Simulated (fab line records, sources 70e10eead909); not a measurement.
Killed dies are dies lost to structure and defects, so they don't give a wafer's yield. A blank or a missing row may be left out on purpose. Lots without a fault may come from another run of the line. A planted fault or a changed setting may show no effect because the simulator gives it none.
Chamber matching | flow nand_harc | NHARC_A_STAIRCASE_DEP_156 on pecvd-02: 3 sister chambers
The step deposits SiNx, target thk 50 nm. 3 wafers are shown with their chamber, then 12 later ones without.

WAFERS WITH THEIR CHAMBER
wafer  | chamber | heater_power_w (W)
L090.1 | 1       | 659
L090.2 | 0       | 600
L090.6 | 2       | 728

WAFERS WITHOUT THEIR CHAMBER
wafer  | heater_power_w (W)
L090.3 | 735
L090.4 | 596
L090.5 | 663
L093.4 | 794
L093.5 | 661
L093.6 | 755
L092.4 | 791
L092.5 | 705
L092.6 | 652
L096.2 | 686
L096.5 | 772
L096.6 | 710

WHICH CHAMBER EACH WENT THROUGH
wafer  | from the rows above          | in truth
L090.3 | 2                            | 2
L090.4 | can't be placed: 0 or 1      | 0
L090.5 | can't be placed: 1 or 0 or 2 | 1
L093.4 | 2                            | 2
L093.5 | can't be placed: 1 or 0 or 2 | 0
L093.6 | 2                            | 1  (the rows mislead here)
L092.4 | 2                            | 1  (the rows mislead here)
L092.5 | can't be placed: 2 or 1      | 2
L092.6 | can't be placed: 1 or 0      | 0
L096.2 | can't be placed: 1 or 2 or 0 | 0
L096.5 | 2                            | 2
L096.6 | can't be placed: 2 or 1      | 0
Placed correctly: 3 of 12. Can't be placed from these rows: 7 (the true chamber is among the candidates in 6). Placed wrongly: 2.
How it was worked out, from the rows above alone: a wafer's distance from a chamber is the root of the sum, over the readings, of the square of ((its reading less the chamber's mean) divided by the reading's scatter). The wafer belongs to the nearest chamber; if the next one is less than 2 further off, it can't be placed. A chamber's mean is the mean of its shown wafers. The scatter: with one shown wafer a chamber, the root of the mean of the squares of how far each hidden wafer lies from its nearest shown one.
